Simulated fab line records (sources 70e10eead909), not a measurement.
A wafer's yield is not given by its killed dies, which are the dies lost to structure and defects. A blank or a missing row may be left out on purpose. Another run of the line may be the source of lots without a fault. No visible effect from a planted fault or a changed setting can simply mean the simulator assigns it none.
Code-filled problem report in 8D (eight disciplines) form + flow nandHarc + the parts of the form that need people (team, actions taken, sign-off) are left out

## 1. THE ISSUE
At NHARC_A_ONON_D1_THK_MEAS_27, thkNm averages 658 nm over 6 wafers from 2 lots, while fault-free wafers read 1000 nm, standard deviation 9.5. That is -36 standard deviations from the usual mean.
The step: measures by ellipsometry.
First observed at day 10 16:25: wafer L865.1, on filmMetro-02. The record holds 39 wafers of 13 lots with a number at this step. Rule for "out" (also "out of limits"): further than 4 standard deviations from the usual mean. The rest of the wafers with a number are treated as sound.

## 2. WHAT IT IS AND WHAT IT IS NOT
| question                    | is                         | is not                                                                                 |
|-----------------------------|----------------------------|----------------------------------------------------------------------------------------|
| which readings at this step | thkNm                      | -                                                                                      |
| which lots                  | L865, L866                 | L855, L856, L857, L859, L861, L862, L863, L874, L875, L876, L878                       |
| which wafers of those lots  | all that have a number     | -                                                                                      |
| read on which gauges        | filmMetro-01, filmMetro-02 | -                                                                                      |
| when                        | from day 10 16:25          | up to then (21 sound wafers); but 12 sound wafers of L874, L875, L876, L878 came after |

## 3. SUSPECTS, AND WHAT RULES EACH OUT
Counting: a tool stays on the suspect list if, at a process step up to the reading, it processed all lots that are out and no sound lot following the first of them.
- the gauge at NHARC_A_ONON_D1_THK_MEAS_27 is ruled out. Those wafers that are out were read across 2 gauges (filmMetro-01, filmMetro-02).
- rtpAnneal-01 at NHARC_A_ZERO_WELL_RTA_16 (time 10 s): ruled out as a lasting fault. After its first lot that is out, L865 (day 9 07:47), sound lots L874 ran on it.
- pecvdOnon-03 at NHARC_A_ONON_D1_DEP_25 (target thk 1000 nm): kept. It ran every lot that is out, first L865 (day 10 15:55), and no sound lot after that; its last sound lot up to then is L863 (day 10 06:18).
Remaining after the count: pecvdOnon-03 at NHARC_A_ONON_D1_DEP_25.

## 4. THE CAUSE (what the simulator had put in)
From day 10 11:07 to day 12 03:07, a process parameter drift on pecvdOnon-03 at NHARC_A_ONON_D1_DEP_25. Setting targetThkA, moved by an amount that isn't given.
This tool alone remained once counting was done.

## 5. SEQUENCE OF EFFECTS, ordered by route
Rows list readings where the struck wafers' mean (over those with a number) sits beyond 3 standard deviations from the usual. Only readings for which the record gives a usual standard deviation are gone through. hours: the time from each lot's start at the first step in this table that gives one to its start at this step, as a median over the lots. sigmas: the change in usual standard deviations.
| hours | step                        | reading       | usual   | on struck wafers | change | sigmas |
|-------|-----------------------------|---------------|---------|------------------|--------|--------|
| 0     | NHARC_A_ONON_D1_THK_MEAS_27 | thkNm         | 1000 nm | 658              | -342   | -36    |
| 281   | NHARC_END_SORT_01           | killedAtArray | 29      | 673              | +644   | +64    |
| 281   | NHARC_END_SORT_01           | killedDies    | 33      | 677              | +644   | +59    |

## 6. WHAT WOULD HAVE CAUGHT IT SOONER
5 hours passed between the start of the fault at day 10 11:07 and the first reading out of limits at a measuring or inspecting step in this record, taken at day 10 16:25.
An alarm limit of 4 standard deviations would not have fired on the tool readings at NHARC_A_ONON_D1_DEP_25 for which the record gives a usual standard deviation, since none of them was out on any struck wafer.
L866, from the lots that are out (2), started NHARC_A_ONON_D1_DEP_25 on pecvdOnon-03 later than day 10 16:25. Had the tool been put on hold then, it would have been spared.
